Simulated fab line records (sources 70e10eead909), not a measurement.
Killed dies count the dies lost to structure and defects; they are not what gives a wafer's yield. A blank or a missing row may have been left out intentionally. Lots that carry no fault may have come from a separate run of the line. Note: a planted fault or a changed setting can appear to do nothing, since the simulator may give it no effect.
What tool caused it? :: flow nandHarc :: 14 lots, 42 wafers sampled, at 3 steps of a route of 1159

WHAT EACH GAUGE READ, for each wafer
NHARC_A_M0_THK_MEAS_24: measures by xrf. Usual: 114.2 nm for thkNm, sd 1.7.
lot: L609
measured: day 17 19:21
on: filmMetro-01
thkNm (nm): 112.7 115.0 116.5
flag: 

lot: L610
measured: day 18 00:24
on: filmMetro-02
thkNm (nm): 113.8 113.2 112.3
flag: 

lot: L612
measured: day 18 01:01
on: filmMetro-01
thkNm (nm): 112.5 115.5 114.3
flag: 

lot: L611
measured: day 18 04:20
on: filmMetro-01
thkNm (nm): 115.2 114.8 114.6
flag: 

lot: L614
measured: day 18 06:13
on: filmMetro-01
thkNm (nm): 111.8 113.1 112.8
flag: 

lot: L616
measured: day 19 19:26
on: filmMetro-02
thkNm (nm): 113.6 115.5 115.0
flag: 

lot: L618
measured: day 20 05:05
on: filmMetro-01
thkNm (nm): 114.8 113.1 113.4
flag: 

lot: L624
measured: day 22 00:56
on: filmMetro-02
thkNm (nm): 115.8 115.6 115.9
flag: 

lot: L623
measured: day 22 01:16
on: filmMetro-01
thkNm (nm): 115.4 115.4 112.0
flag: 

lot: L626
measured: day 22 14:47
on: filmMetro-02
thkNm (nm): 113.5 113.7 111.4
flag: 

lot: L625
measured: day 22 15:28
on: filmMetro-02
thkNm (nm): 115.7 115.5 117.4
flag: 

lot: L629
measured: day 23 00:35
on: filmMetro-01
thkNm (nm): 114.6 118.1 114.6
flag: 

lot: L631
measured: day 23 03:59
on: filmMetro-02
thkNm (nm): 115.7 113.5 116.3
flag: 

lot: L628
measured: day 23 13:30
on: filmMetro-02
thkNm (nm): 117.0 112.9 114.5
flag: 

NHARC_A_M0_INSPECT_27. Usual: 470 for rawDefectCount, sd 130.
lot: L609
measured: day 17 19:30
on: defectInspect-02
rawDefectCount: 554 536 912
flag: 

lot: L610
measured: day 18 00:33
on: defectInspect-02
rawDefectCount: 630 409 531
flag: 

lot: L612
measured: day 18 01:11
on: defectInspect-02
rawDefectCount: 618 364 394
flag: 

lot: L611
measured: day 18 04:30
on: defectInspect-01
rawDefectCount: 379 341 410
flag: 

lot: L614
measured: day 18 06:22
on: defectInspect-02
rawDefectCount: 375 469 710
flag: 

lot: L616
measured: day 19 19:36
on: defectInspect-01
rawDefectCount: 415 361 382
flag: 

lot: L618
measured: day 20 05:14
on: defectInspect-01
rawDefectCount: 359 300 390
flag: 

lot: L624
measured: day 22 01:05
on: defectInspect-01
rawDefectCount: 467 539 417
flag: 

lot: L623
measured: day 22 01:25
on: defectInspect-01
rawDefectCount: 461 407 427
flag: 

lot: L626
measured: day 22 14:57
on: defectInspect-02
rawDefectCount: 426 393 409
flag: 

lot: L625
measured: day 22 15:37
on: defectInspect-01
rawDefectCount: 290 354 416
flag: 

lot: L629
measured: day 23 00:44
on: defectInspect-02
rawDefectCount: 371 415 502
flag: 

lot: L631
measured: day 23 04:08
on: defectInspect-02
rawDefectCount: 523 573 447
flag: 

lot: L628
measured: day 23 13:41
on: defectInspect-02
rawDefectCount: 583 539 436
flag: 

WHICH TOOL RAN EACH LOT (tool, then ch and the chambers of the sampled wafers, then the start)
lot: L609
NHARC_A_M0_PVD_21: pvdSputter-03, day 17 19:21 or earlier

lot: L610
NHARC_A_M0_PVD_21: pvdSputter-03, day 18 00:24 or earlier

lot: L612
NHARC_A_M0_PVD_21: pvdSputter-03, day 18 01:01 or earlier

lot: L611
NHARC_A_M0_PVD_21: pvdSputter-02, day 18 04:20 or earlier

lot: L614
NHARC_A_M0_PVD_21: pvdSputter-01, day 18 06:13 or earlier

lot: L616
NHARC_A_M0_PVD_21: pvdSputter-03, day 19 19:26 or earlier

lot: L618
NHARC_A_M0_PVD_21: pvdSputter-01, day 20 05:05 or earlier

lot: L624
NHARC_A_M0_PVD_21: pvdSputter-01, day 22 00:56 or earlier

lot: L623
NHARC_A_M0_PVD_21: pvdSputter-03, day 22 01:16 or earlier

lot: L626
NHARC_A_M0_PVD_21: pvdSputter-03, day 22 14:47 or earlier

lot: L625
NHARC_A_M0_PVD_21: pvdSputter-02, day 22 15:28 or earlier

lot: L629
NHARC_A_M0_PVD_21: pvdSputter-01, day 23 00:35 or earlier

lot: L631
NHARC_A_M0_PVD_21: pvdSputter-02, day 23 03:59 or earlier

lot: L628
NHARC_A_M0_PVD_21: pvdSputter-01, day 23 13:30 or earlier
- NHARC_A_M0_PVD_21: deposits Cu, target thk 30 nm, time 20.49 s.

AS READ BY THE TOOLS THEMSELVES (means over the sampled wafers that have a number; for cases with no such wafer, the mark the record gives instead)
NHARC_A_M0_PVD_21. Usual: 30.4 % for throttleValvePct, sd 0.94.
lot: L609
tool: pvdSputter-03
throttleValvePct (%): 31.1
flag: 

lot: L610
tool: pvdSputter-03
throttleValvePct (%): 31.0
flag: 

lot: L612
tool: pvdSputter-03
throttleValvePct (%): 31.1
flag: 

lot: L611
tool: pvdSputter-02
throttleValvePct (%): 29.7
flag: 

lot: L614
tool: pvdSputter-01
throttleValvePct (%): 30.8
flag: 

lot: L616
tool: pvdSputter-03
throttleValvePct (%): 31.4
flag: 

lot: L618
tool: pvdSputter-01
throttleValvePct (%): 30.6
flag: 

lot: L624
tool: pvdSputter-01
throttleValvePct (%): 30.6
flag: 

lot: L623
tool: pvdSputter-03
throttleValvePct (%): 30.8
flag: 

lot: L626
tool: pvdSputter-03
throttleValvePct (%): 31.0
flag: 

lot: L625
tool: pvdSputter-02
throttleValvePct (%): 30.2
flag: 

lot: L629
tool: pvdSputter-01
throttleValvePct (%): 30.3
flag: 

lot: L631
tool: pvdSputter-02
throttleValvePct (%): 29.9
flag: 

lot: L628
tool: pvdSputter-01
throttleValvePct (%): 29.9
flag: 

THE ANSWER, worked out from the rows above alone
Rule: lot off if the mean of its wafers having a number is beyond 3 standard deviations from the usual mean. Also off: a lot with no number at a reading for which 4 or more lots have one. Where the step has rows for the other lots, those lots are counted as sound. Order of review: gauges by route order, followed by the tools' own readings, for which a lot's mean as printed above is used. At the first step where some lot is off, the reading lying furthest off is the one used; lots without a number count as furthest.
Across all readings shown, no lot is off: no conclusion can be drawn from this.

WHAT HAD BEEN PUT IN BY THE SIMULATOR
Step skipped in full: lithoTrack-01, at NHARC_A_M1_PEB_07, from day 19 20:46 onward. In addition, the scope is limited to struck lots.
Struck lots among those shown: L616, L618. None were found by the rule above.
